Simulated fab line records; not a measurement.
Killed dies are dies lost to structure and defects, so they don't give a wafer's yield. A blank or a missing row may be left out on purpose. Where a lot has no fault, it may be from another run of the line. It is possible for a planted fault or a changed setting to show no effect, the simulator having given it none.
Chamber matching    flow nandHarc    NHARC_A_ZERO_WELL_ETCH_19 on rieDiel-12: 4 sister chambers
The step etches the open film in N2/H2, target depth 80 nm, overetch 24 nm, time 87.88 s. 8 wafers are shown with their chamber, then 10 later ones without.

## WAFERS PAIRED WITH THEIR CHAMBERS
wafer   chamber  rfVppV (V)  oesProductAu (a.u.)
L443.2  3        434.5       0.990
L447.2  2        432.2       0.995
L449.2  3        433.2       0.982
L449.4  2        431.1       0.995
L456.5  0        426.7       0.988
L456.6  1        432.1       1.002
L458.3  1        432.0       1.010
L458.4  0        427.5       0.994

## WAFERS WITH NO CHAMBER GIVEN
wafer   rfVppV (V)  oesProductAu (a.u.)
L458.5  432.1       1.011
L459.1  432.1       0.987
L459.5  426.6       1.001
L459.6  431.2       1.010
L461.3  430.2       0.993
L461.4  431.9       1.004
L461.6  430.9       1.013
L462.1  424.0       1.007
L462.4  431.0       0.992
L462.5  431.7       0.996

## WHICH CHAMBER EACH WENT THROUGH
wafer    from the rows above       in truth
L458.5   1                         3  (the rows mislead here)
L459.1   can't be placed: 2 or 3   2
L459.5   0                         0
L459.6   can't be placed: 1 or 2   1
L461.3   can't be placed: 2 or 1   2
L461.4   can't be placed: 1 or 2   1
L461.6   can't be placed: 1 or 2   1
L462.1   0                         0
L462.4   2                         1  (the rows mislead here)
L462.5   2                         2
Placed correctly: 3 of 10. Can't be placed from these rows: 5 (the true chamber is among the candidates in 5). Placed wrongly: 2.
How it was worked out, from the rows above alone: a wafer's distance from a chamber is the root of the sum, over the readings, of the square of ((its reading less the chamber's mean) divided by the reading's scatter). If the next closest chamber is less than 2 further off than the closest, the wafer can't be placed; otherwise it belongs to the closest. A chamber's mean is the mean of its shown wafers. How the scatter is found: for the shown wafers, subtract from each reading the mean of its chamber, square and add these, divide the total by (wafers less chambers), then take the root.
